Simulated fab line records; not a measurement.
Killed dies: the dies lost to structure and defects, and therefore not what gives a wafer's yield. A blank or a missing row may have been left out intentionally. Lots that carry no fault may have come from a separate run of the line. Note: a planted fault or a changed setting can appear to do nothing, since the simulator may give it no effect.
A lot that was struck, set against a sound lot    flow n5_finfet    32 out of 1938 route steps
Sound: the wafers L450.1, L450.3, L450.4. Struck: wafers L453.3, L453.4, L453.5. The cause is given at the end.
At each step with rows: each side's tool, then ch and its chambers, then its first start. Under that, the readings that differ: sound wafers    struck wafers    difference of the means    sigmas: that difference in standard deviations of wafers without a fault.
alike: a reading whose means differ by less than 2 such deviations, as well as words and numbers matching on both sides. not compared: withheld readings; readings where some wafer has no value; bounds like >300 that might hide an equal value; numbers whose values overlap and for which the record gives no deviation.
The two part at a step that has a row with sigmas, a row that says differs or no value, or rows on one side only. Numbers that have no deviation but don't overlap get no sigmas and don't part them. A reading missing from all wafers of one side parts the sides only when that side holds two or more wafers.

first, 8 steps without rows for these wafers: N5_BEOL_M13_DESCUM_33 (chemistry O2, time 7.9 s); N5_BEOL_M13_ETCH_67 (etches SiARC in CF4, target depth 143 nm, time 238.3 s); N5_BEOL_M13_ETCH_68 (etches SOC in N2/H2, time 355 s); N5_BEOL_M13_STRIP_69 (strips in N2/H2); N5_BEOL_M13_TRENCH_ETCH_34 (etches SiOC in C4F8/O2/Ar, target depth 413.47 nm, time 162.6 s); N5_BEOL_M13_STRIP_70 (strips in C4F8/O2/Ar); N5_BEOL_M13_STRIP_37 (strips in N2/H2); N5_BEOL_M13_ETCH_38 (etches SiCN in CF4/N2, target depth 67.5 nm, time 71.9 s).
N5_BEOL_M13_PRECLEAN_39: cleans in residue remover, time 60 s.
  sound on wet_bench-06 ch 4,5,7, day 13 07:41; struck on wet_bench-06 ch 1,2,3, day 14 03:22
  alike: bath_heat_duty_pct
then, 22 steps without rows for these wafers: N5_BEOL_M13_SRD_40 (time 30 s, dry time 30 s); N5_BEOL_M13_DEGAS_41 (time 60 s); N5_BEOL_M13_PRE_CLEAN_42 (time 30 s); N5_BEOL_M13_SPUTTER_43 (material TaN, target thk 15 nm, time 24.19 s); N5_BEOL_M13_SPUTTER_44 (material Ta, target thk 10 nm, time 16.13 s); N5_BEOL_M13_SPUTTER_45 (material Cu, target thk 80 nm, time 13.33 s); N5_BEOL_M13_ECD_47 (material Cu, target thk 936 nm); N5_BEOL_M13_ANNEAL_48 (time 90 s); N5_BEOL_M13_CMP_49 (polishes, stops on SiOC, t overpolish 17.1 s, target thk 420 nm); N5_BEOL_M13_PRE_CLEAN_52 (time 15 s); N5_BEOL_M13_DEP_53 (deposits SiCN from 3MS/NH3, target thk 50 nm, time 17.8 s); N5_BEOL_M14_ILD_DEP_00 (deposits SiO2 from TEOS/O2, target thk 1119.3 nm, time 237.4 s); N5_BEOL_M14_COAT_58 (time 60 s, resist thk 89 nm); N5_BEOL_M14_COAT_04 (resist thk 800 nm); N5_BEOL_M14_EBR_06; N5_BEOL_M14_SOFTBAKE_05 (time 60 s); N5_BEOL_M14_EXPOSE_07 (exposes mask V13); N5_BEOL_M14_PEB_08 (peb time 90 s); N5_BEOL_M14_DEVELOP_09 (develop time 45 s); N5_BEOL_M14_HARDBAKE_14 (time 120 s); N5_BEOL_M14_DESCUM_15 (chemistry O2, time 7.9 s); N5_BEOL_M14_ETCH_59 (etches BARC in N2/H2, target depth 89 nm, overetch 26.7 nm, time 67.9 s).
N5_PASSIVATION_PROBE_49:
  sound on prober-02 at day 14 19:43; struck on prober-01 at day 15 06:32
reading              sound     struck       difference  sigmas
killed_at_M4_up      8 7 12    143 144 140  +133        +26
killed_at_front_end  28 32 25  57 48 67     +29         +3
killed_dies          77 84 68  253 225 261  +170        +8
killed_open          52 56 47  88 71 95     +33         +2
  alike: killed_at_M0_to_M3, killed_at_contacts, killed_at_other, killed_short

WHERE THEY PART
At N5_PASSIVATION_PROBE_49 and nowhere else, as far as this record goes.

WHY: what the simulator had put in
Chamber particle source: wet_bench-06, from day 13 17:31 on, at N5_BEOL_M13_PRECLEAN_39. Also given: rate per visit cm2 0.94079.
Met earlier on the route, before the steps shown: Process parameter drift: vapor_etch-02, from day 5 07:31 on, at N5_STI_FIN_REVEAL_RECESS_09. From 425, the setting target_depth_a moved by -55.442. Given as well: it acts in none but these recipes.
